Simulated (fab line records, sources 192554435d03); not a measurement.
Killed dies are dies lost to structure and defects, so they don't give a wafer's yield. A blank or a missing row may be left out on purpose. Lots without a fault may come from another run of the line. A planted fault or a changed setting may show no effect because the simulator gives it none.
Chamber matching | flow n5_finfet | N5_BEOL_M6_DESCUM_16 on rie_diel-04: 4 sister chambers
The step chemistry O2, time 7.9 s. 24 wafers are shown with their chamber, then 12 later ones without.

WAFERS WITH THEIR CHAMBER
wafer  | chamber | showerhead_plenum_p_Torr (Torr) | drypump_motor_current_A (A) | throttle_valve_pct (%)
L077.3 | 0       | 2.23                            | 5.5                         | 20.12
L077.5 | 1       | 2.18                            | 5.7                         | 20.37
L077.6 | 0       | 2.23                            | 5.5                         | 20.10
L079.1 | 3       | 2.02                            | 5.5                         | 20.13
L079.3 | 0       | 2.22                            | 5.6                         | 20.14
L079.4 | 3       | 2.02                            | 5.6                         | 20.13
L081.2 | 3       | 2.01                            | 5.6                         | 20.13
L081.5 | 1       | 2.18                            | 5.7                         | 20.38
L081.6 | 0       | 2.22                            | 5.5                         | 20.13
L082.1 | 1       | 2.18                            | 5.7                         | 20.41
L082.4 | 3       | 2.01                            | 5.5                         | 20.15
L082.5 | 0       | 2.22                            | 5.5                         | 20.13
L086.1 | 1       | 2.18                            | 5.7                         | 20.40
L086.2 | 2       | 2.07                            | 6.3                         | 20.26
L086.4 | 3       | 2.01                            | 5.5                         | 20.14
L085.3 | 2       | 2.07                            | 6.3                         | 20.27
L085.5 | 0       | 2.21                            | 5.5                         | 20.17
L085.6 | 3       | 2.01                            | 5.5                         | 20.17
L090.3 | 0       | 2.21                            | 5.5                         | 20.18
L090.4 | 3       | 2.01                            | 5.5                         | 20.15
L090.6 | 2       | 2.07                            | 6.3                         | 20.28
L089.1 | 0       | 2.21                            | 5.5                         | 20.16
L089.2 | 1       | 2.17                            | 5.7                         | 20.43
L089.4 | 3       | 2.01                            | 5.5                         | 20.17

SIGNATURES (means of the wafers above)
reading                  | chamber 0 | chamber 1 | chamber 2 | chamber 3 | scatter within a chamber
showerhead_plenum_p_Torr | 2.2188    | 2.1780    | 2.0700    | 2.0125    | 0.00599
drypump_motor_current_A  | 5.513     | 5.700     | 6.300     | 5.525     | 0.0345
throttle_valve_pct       | 20.1412   | 20.3980   | 20.2700   | 20.1462   | 0.0219
Rule: a wafer's distance from a chamber is the root of the sum, over the readings, of the square of ((its reading less the chamber's mean) divided by the reading's scatter). The wafer belongs to the nearest chamber; if the next one is less than 2 further off, it can't be placed. The scatter: the root of (the sum of the squares of (reading less its chamber's mean) over the shown wafers, divided by (wafers less chambers)).

WAFERS WITHOUT THEIR CHAMBER
wafer  | showerhead_plenum_p_Torr (Torr) | drypump_motor_current_A (A) | throttle_valve_pct (%)
L091.1 | 2.06                            | 6.3                         | 20.30
L091.2 | 2.21                            | 5.5                         | 20.19
L091.3 | 2.01                            | 5.5                         | 20.18
L091.4 | 2.17                            | 5.7                         | 20.42
L091.5 | 2.21                            | 5.5                         | 20.16
L091.6 | 2.17                            | 5.7                         | 20.43
L095.3 | 2.00                            | 5.5                         | 20.20
L095.4 | 2.21                            | 5.5                         | 20.19
L095.5 | 2.06                            | 6.3                         | 20.30
L094.1 | 2.06                            | 6.3                         | 20.31
L094.3 | 2.21                            | 5.5                         | 20.21
L094.5 | 2.21                            | 5.5                         | 20.19

WHICH CHAMBER EACH WENT THROUGH
wafer  | from the rows above | in truth
L091.1 | 2                   | 2
L091.2 | 0                   | 0
L091.3 | 3                   | 3
L091.4 | 1                   | 1
L091.5 | 0                   | 0
L091.6 | 1                   | 1
L095.3 | 3                   | 3
L095.4 | 0                   | 0
L095.5 | 2                   | 2
L094.1 | 2                   | 2
L094.3 | 0                   | 0
L094.5 | 0                   | 0
Placed correctly: 12 of 12. Can't be placed from these rows: 0. Placed wrongly: 0.
